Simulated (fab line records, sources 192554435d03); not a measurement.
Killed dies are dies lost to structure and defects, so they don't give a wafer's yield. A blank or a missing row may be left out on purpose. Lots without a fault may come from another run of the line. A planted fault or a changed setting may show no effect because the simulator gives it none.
Chamber matching | flow n5_finfet | N5_BEOL_M8_CURE_75 on uv_cure-02: 3 sister chambers
The step cures SiCOH lowk, time 120 s. 6 wafers are shown with their chamber, then 7 later ones without.

WAFERS WITH THEIR CHAMBER
wafer  | chamber | wafer_temp_C_max | lamp_power_pct (%)
L080.3 | 0       | 372.6            | 52.22
L080.4 | 0       | 371.8            | 52.34
L087.4 | 2       | 371.2            | 52.39
L087.6 | 2       | 371.3            | 52.22
L088.1 | 1       | 371.3            | 52.37
L088.3 | 1       | 370.8            | 52.31

WAFERS WITHOUT THEIR CHAMBER
wafer  | wafer_temp_C_max | lamp_power_pct (%)
L088.5 | 370.9            | 52.31
L090.2 | 371.5            | 52.21
L090.3 | 372.1            | 52.38
L090.4 | 371.7            | 52.34
L096.1 | 371.0            | 52.38
L096.3 | 371.0            | 52.26
L096.5 | 371.1            | 52.39

WHICH CHAMBER EACH WENT THROUGH
wafer  | from the rows above          | in truth
L088.5 | can't be placed: 1 or 2      | 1
L090.2 | can't be placed: 2 or 1 or 0 | 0
L090.3 | can't be placed: 0 or 2 or 1 | 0
L090.4 | can't be placed: 2 or 0 or 1 | 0
L096.1 | can't be placed: 1 or 2      | 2
L096.3 | can't be placed: 2 or 1      | 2
L096.5 | can't be placed: 1 or 2      | 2
Placed correctly: 0 of 7. Can't be placed from these rows: 7 (the true chamber is among the candidates in 7). Placed wrongly: 0.
How it was worked out, from the rows above alone: a wafer's distance from a chamber is the root of the sum, over the readings, of the square of ((its reading less the chamber's mean) divided by the reading's scatter). The wafer belongs to the nearest chamber; if the next one is less than 2 further off, it can't be placed. A chamber's mean is the mean of its shown wafers. The scatter: the root of (the sum of the squares of (reading less its chamber's mean) over the shown wafers, divided by (wafers less chambers)).
